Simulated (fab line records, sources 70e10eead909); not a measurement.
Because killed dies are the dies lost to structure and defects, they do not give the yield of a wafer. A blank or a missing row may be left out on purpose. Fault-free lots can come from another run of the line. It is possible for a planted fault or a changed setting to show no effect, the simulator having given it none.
A lot that was struck, set against a sound lot	flow nand harc	15 steps out of a route of 1302
Sound: the wafers L545.1, L545.2, L545.4. Wafers L550.3, L550.4, L550.5 were the ones struck. The cause is given at the end.
For every step that has rows: the tool of each side, followed by ch and its chambers, followed by its first start. Under that, the readings that differ: sound wafers	struck wafers	difference of the means	sigmas: that difference in standard deviations of wafers without a fault.
alike: a reading whose means differ by less than 2 such deviations, as well as words and numbers matching on both sides. not compared: withheld readings; readings where some wafer has no value; bounds like >300 that might hide an equal value; numbers whose values overlap and for which the record gives no deviation.
A row with sigmas, a row that says differs or no value, or rows on one side alone: a step with any of these is where the two part. When numbers do not overlap yet have no deviation, they are printed without sigmas and do not part them. Lack of a reading on every wafer of one side parts them only where that side has two or more wafers.

first, 4 steps without rows for these wafers: NHARC_P_CONTACT_EBR_08; NHARC_P_CONTACT_EXPOSE_09 (exposes mask P CA, target cd 90 nm); NHARC_P_CONTACT_PEB_10 (peb time 65 s); NHARC_P_CONTACT_DEVELOP_11 (develop time 35 s).
NHARC_P_CONTACT_CD_MEAS_12: the cd target is 90 nm.
  sound on cd sem-01 ch 0, day 10 09:13; struck on cd sem-03 ch 0, day 12 15:32
  alike: cd nm
NHARC_P_CONTACT_OVL_MEAS_13:
  struck on overlay-01, day 12 15:37; sound on overlay-01, day 10 09:18
  alike: overlay x nm, overlay y nm
NHARC_P_CONTACT_INSPECT_14:
  struck on defect inspect-02, day 12 15:39; sound on defect inspect-02, day 10 09:20
  alike: raw defect count
NHARC_P_CONTACT_DESCUM_17: chemistry O2, time 3 s.
  sound on rie diel-03 ch 0,2,3, day 10 09:23; struck on rie diel-03 ch 0,2,3, day 12 15:43
  alike: drypump motor current A, oes product au, rf vpp V, showerhead plenum p Torr, throttle valve pct
  not compared: rf hours counter h
NHARC_P_CONTACT_ETCH_35: etches the open film in CF4, target depth 39 nm, time 65 s.
  sound on rie diel-03 ch 1,2,3, day 10 09:29; struck on rie diel-03 ch 0,1,2, day 12 15:50
  alike: bias w, cf4 flow sccm, drypump motor current A, oes product au, rf vpp V, showerhead plenum p Torr, throttle valve pct
  not compared: rf hours counter h
NHARC_P_CONTACT_ETCH_36: etches the open film in N2/H2, target depth 260 nm, time 406.25 s.
  sound on rie diel-03 ch 0,1,3; struck on rie diel-03 ch 0,2,3
  alike: bias w, chamber pressure mTorr, drypump motor current A, oes product au, rf vpp V, showerhead plenum p Torr, throttle valve pct
  not compared: rf hours counter h
NHARC_P_CONTACT_ETCH_18: etches the open film in C4F8/O2/Ar, target depth 481 nm, time 240.5 s.
  sound on rie diel-03 ch 0,1,2; struck on rie diel-03 ch 0,2
  alike: bias w, chamber pressure mTorr, oes product au, rf vpp V
  not compared: rf hours counter h
then, 1 step without rows for these wafers: NHARC_P_CONTACT_STRIP_37 (strips in C4F8/O2/Ar).
NHARC_P_CONTACT_ETCH_31: etches the open film in CH3F/O2, target depth 30 nm, time 85.7 s.
  sound on rie diel-03 ch 0,1,3, day 10 10:08; struck on rie diel-03 ch 0,3, day 12 16:29
  no value came back on the struck wafers for any of 9 readings (bias w (W), ch3f flow sccm (sccm) and others); on the sound wafers bias w (W) reads 99.49 99.38 100.19
NHARC_P_CONTACT_CD_MEAS_19:
  struck on cd sem-03, day 12 16:38; sound on cd sem-02, day 10 10:16
  alike: cd nm
-- record jumps: 18 days between struck wafers' starts before vs after; left off in module P_CONTACT, resumes in module END, first step shown is number 1302 of the route --
NHARC_END_SORT_01:
  here the record holds rows for the struck wafers (prober-02 ch 0, day 30 19:53) but none for the sound ones

## WHERE THEY PART
At NHARC_P_CONTACT_ETCH_31 first; at NHARC_END_SORT_01 last (within this record only).

WHY: the cause the simulator had injected
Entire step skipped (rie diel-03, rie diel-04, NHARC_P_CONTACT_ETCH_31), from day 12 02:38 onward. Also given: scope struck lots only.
